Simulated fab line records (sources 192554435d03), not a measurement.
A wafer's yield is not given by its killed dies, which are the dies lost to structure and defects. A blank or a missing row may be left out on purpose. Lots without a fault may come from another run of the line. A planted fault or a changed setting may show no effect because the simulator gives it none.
Matching of chambers    flow n5Finfet    4 sister chambers for N5_BEOL_M10_ETCH_62 on rieDiel-01
The step etches SOC in N2/H2, target depth 110 nm, overetch 22 nm, time 165 s. 16 wafers are shown with their chamber, then 8 later ones without.

## WAFERS WITH THEIR CHAMBER
wafer   chamber  drypumpMotorCurrentA (A)  showerheadPlenumPTorr (Torr)  biasW (W)
L077.1  1        5.7                       2.50                          149.3
L077.2  0        6.2                       2.51                          149.8
L077.5  0        6.2                       2.51                          149.2
L079.3  0        6.2                       2.51                          149.4
L079.4  2        5.3                       2.44                          149.8
L079.6  2        5.3                       2.44                          150.1
L082.2  1        5.6                       2.49                          149.7
L082.4  2        5.3                       2.44                          150.1
L082.6  3        5.3                       2.45                          150.5
L088.1  2        5.3                       2.43                          149.9
L088.4  0        6.2                       2.50                          150.0
L088.6  0        6.2                       2.50                          149.4
L093.1  1        5.6                       2.49                          149.3
L093.3  0        6.2                       2.50                          150.0
L093.4  3        5.3                       2.44                          150.3
L091.2  1        5.7                       2.49                          149.8

SIGNATURES (means of the wafers above)
reading                chamber 0  chamber 1  chamber 2  chamber 3  scatter within a chamber
drypumpMotorCurrentA   6.200      5.650      5.300      5.300      0.0289
showerheadPlenumPTorr  2.5050     2.4925     2.4375     2.4450     0.0054
biasW                  149.633    149.525    149.975    150.400    0.272
Rule: for a wafer and a chamber, the distance is found by dividing, reading by reading, the gap between the wafer's reading and the chamber's mean by the reading's scatter, squaring, summing and taking the root. If the next closest chamber is less than 2 further off than the closest, the wafer can't be placed; otherwise it belongs to the closest. The scatter: the root of (the sum of the squares of (reading less its chamber's mean) over the shown wafers, divided by (wafers less chambers)).

## WAFERS WITHOUT THEIR CHAMBER
wafer   drypumpMotorCurrentA (A)  showerheadPlenumPTorr (Torr)  biasW (W)
L091.5  5.3                       2.44                          149.8
L091.6  6.2                       2.50                          149.5
L094.1  5.3                       2.43                          148.9
L094.5  6.2                       2.50                          150.6
L094.6  5.3                       2.43                          149.8
L095.3  5.7                       2.48                          150.4
L095.4  5.3                       2.42                          149.6
L095.6  6.2                       2.50                          150.0

## EACH ONE'S CHAMBER
wafer    from the rows above       in truth
L091.5   can't be placed: 2 or 3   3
L091.6   0                         0
L094.1   can't be placed: 2 or 3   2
L094.5   0                         0
L094.6   2                         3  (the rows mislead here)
L095.3   1                         1
L095.4   can't be placed: 2 or 3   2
L095.6   0                         0
Correct placement for 4 of the 8. Cannot be placed on the basis of these rows: 3; the candidates contain the true chamber in 3. Wrongly placed: 1.
